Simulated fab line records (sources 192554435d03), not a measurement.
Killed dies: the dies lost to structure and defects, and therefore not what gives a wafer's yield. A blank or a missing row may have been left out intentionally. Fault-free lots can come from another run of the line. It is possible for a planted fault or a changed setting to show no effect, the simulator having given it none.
3 desks looking at one fault    flow n5_finfet    each desk holds nothing but its own numbers, with what lay behind them at the end

## THE DEFECT DESK
Inspection counts along the route, by lot: the mean over sampled wafers that carry a number. Any lot whose mean is over 4 standard deviations away from the usual mean is out of limits and marked OUT; that distance is given in the brackets.
Columns: A = raw_defect_count at N5_BEOL_M6_INSPECT_58, usual 75
lot   first seen here  A
L434  day 11 13:10     86
L439  day 12 23:19     90
L438  day 13 08:55     75
L441  day 13 20:02     57
L447  day 15 03:06     97
L449  day 16 05:58     521 (+18) OUT
L456  day 17 11:11     68
L454  day 18 17:17     110
This desk's finding: out of limits on L449; first on L449, day 16 05:58 (raw_defect_count at N5_BEOL_M6_INSPECT_58). In limits: L434, L439, L438, L441, L447, L456, L454.

## TOOL OWNER'S DESK, cmp-03
The tool's own readings at N5_BEOL_M6_CMP_52 (polishes, stops on SiCOH lowk, t overpolish 6.9 s, target thk 80 nm): means of the sampled wafers that have a number, for each lot that ran on this tool. Any lot whose mean is over 4 standard deviations away from the usual mean is out of limits and marked OUT; that distance is given in the brackets.
Columns: A = barrier_field_endpoint_s at N5_BEOL_M6_CMP_52, usual 29.6 s; B = clearing_platen_rpm at N5_BEOL_M6_CMP_52, usual 50.001 rpm; C = motor_current_A at N5_BEOL_M6_CMP_52, usual 6.0 A; D = overpolish_run_s at N5_BEOL_M6_CMP_52, usual 6.901 s; E = time_to_endpoint_s at N5_BEOL_M6_CMP_52, usual 65 s
lot   first seen here  A                B       C    D                        E
L439  day 12 22:57     30.6             50.018  5.6  6.886                    68
L438  day 13 08:28     30.2             49.988  5.6  6.904                    67
L441  day 13 19:37     31.0             49.990  5.2  6.905                    73
L449  day 16 05:31     35.7 (+6.3) OUT  50.012  5.7  4.608 (-99 or more) OUT  72
L454  day 18 16:52     29.2             50.007  5.4  6.897                    68
This desk's finding: out of limits on L449; first on L449, day 16 05:31 (barrier_field_endpoint_s at N5_BEOL_M6_CMP_52). In limits: L439, L438, L441, L454.

## FROM THE METROLOGY DESK
What the gauges read, lot by lot, whatever tool the lot ran on: means of the sampled wafers that have a number. Any lot whose mean is over 4 standard deviations away from the usual mean is out of limits and marked OUT; that distance is given in the brackets. Readings shown: 7 out of 11 (the first out of limits, and those lying furthest out on some lot).
Columns: A = DIBL_N at N5_BEOL_M4_RC_MEAS_101, usual 37.1 mV/V; B = DIBL_P at N5_BEOL_M4_RC_MEAS_101, usual 38 mV/V; C = IOFF_N at N5_BEOL_M4_RC_MEAS_101, usual 0.18 nA/um; D = IOFF_P at N5_BEOL_M4_RC_MEAS_101, usual 0.25 nA/um; E = VT_N at N5_BEOL_M4_RC_MEAS_101, usual 249 mV; F = VT_P at N5_BEOL_M4_RC_MEAS_101, usual -248 mV; G = M6_THK at N5_BEOL_M6_THK_MEAS_53, usual 81.5 nm
lot   first seen here  A     B   C     D     E    F     G
L434  day 10 12:04     37.1  39  0.19  0.23  248  -250  80.2
L439  day 12 01:40     36.3  37  0.16  0.26  250  -247  83.8
L438  day 12 09:07     34.5  34  0.13  0.21  253  -248  81.1
L441  day 12 21:09     40.7  40  0.25  0.32  244  -244  82.0
L447  day 14 04:21     38.3  40  0.22  0.28  246  -248  77.8
L449  day 15 06:35     39.1  40  0.22  0.33  245  -242  117.8 (+16) OUT
L456  day 16 15:21     39.3  41  0.24  0.30  244  -245  80.0
L454  day 17 18:43     39.9  40  0.23  0.29  247  -246  81.8
This desk reports L449 out of limits; the earliest was L449 at day 16 05:49 (M6_THK at N5_BEOL_M6_THK_MEAS_53). In limits: L434, L439, L438, L441, L447, L456, L454.

## TAKEN TOGETHER
On L449, at day 16 05:31, an alarm was possible from the tool owner's desk.
The metrology desk could have raised an alarm at day 16 05:49, on L449.
The defect desk could have raised an alarm at day 16 05:58, on L449.
N5_BEOL_M6_CMP_52 was run on cmp-03 by each of the lots named.

## WHAT THE SIMULATOR HAD PUT IN
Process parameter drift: cmp-03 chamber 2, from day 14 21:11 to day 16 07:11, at N5_BEOL_M6_CMP_52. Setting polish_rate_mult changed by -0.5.
Struck lots among those shown: L449.
Hours from the fault's start to each desk's first reading out of limits: the tool owner's desk, 32; the metrology desk, 33; the defect desk, 33.
